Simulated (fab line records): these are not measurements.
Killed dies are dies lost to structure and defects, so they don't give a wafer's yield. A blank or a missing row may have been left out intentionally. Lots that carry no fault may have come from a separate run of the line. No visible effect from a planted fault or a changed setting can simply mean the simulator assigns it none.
Matching of chambers -- flow n5_finfet -- uv_cure-01 running N5_BEOL_M8_CURE_74: 3 sister chambers
The step cures SiCOH lowk, time 240 s. 6 wafers are shown with their chamber, then 9 later ones without.

WAFERS WITH THEIR CHAMBER
wafer,chamber,wafer_temp_C_max,lamp_power_pct (%)
L087.5,0,386.4,52.26
L087.6,0,387.4,52.39
L089.3,1,388.6,52.35
L089.6,1,389.1,52.40
L091.4,2,386.7,52.26
L091.5,2,386.9,52.29

WAFERS WITHOUT THEIR CHAMBER
wafer,wafer_temp_C_max,lamp_power_pct (%)
L093.1,386.6,52.27
L093.3,386.6,52.36
L093.4,387.1,52.35
L097.3,386.8,52.30
L097.4,387.5,52.29
L097.6,386.5,52.37
L096.1,387.5,52.33
L096.2,387.2,52.35
L096.3,387.5,52.29

WHICH CHAMBER EACH WENT THROUGH
wafer,from the rows above,in truth
L093.1,can't be placed: 2 or 0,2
L093.3,can't be placed: 0 or 2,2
L093.4,can't be placed: 0 or 2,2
L097.3,can't be placed: 2 or 0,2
L097.4,can't be placed: 0 or 2 or 1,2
L097.6,can't be placed: 0 or 2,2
L096.1,can't be placed: 0 or 2 or 1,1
L096.2,can't be placed: 0 or 2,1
L096.3,can't be placed: 0 or 2 or 1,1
Correctly placed: 0 of 9. Cannot be placed on the basis of these rows: 9; the candidates contain the true chamber in 8. 0 placed wrongly.
How it was worked out, from the rows above alone: a wafer's distance from a chamber is the root of the sum, over the readings, of the square of ((its reading less the chamber's mean) divided by the reading's scatter). The wafer belongs to the nearest chamber; if the next one is less than 2 further off, it can't be placed. Each chamber's mean is taken over the wafers shown for it. The scatter is the square root of a quotient: the sum, over the shown wafers, of each reading's squared deviation from its chamber's mean, divided by wafers minus chambers.
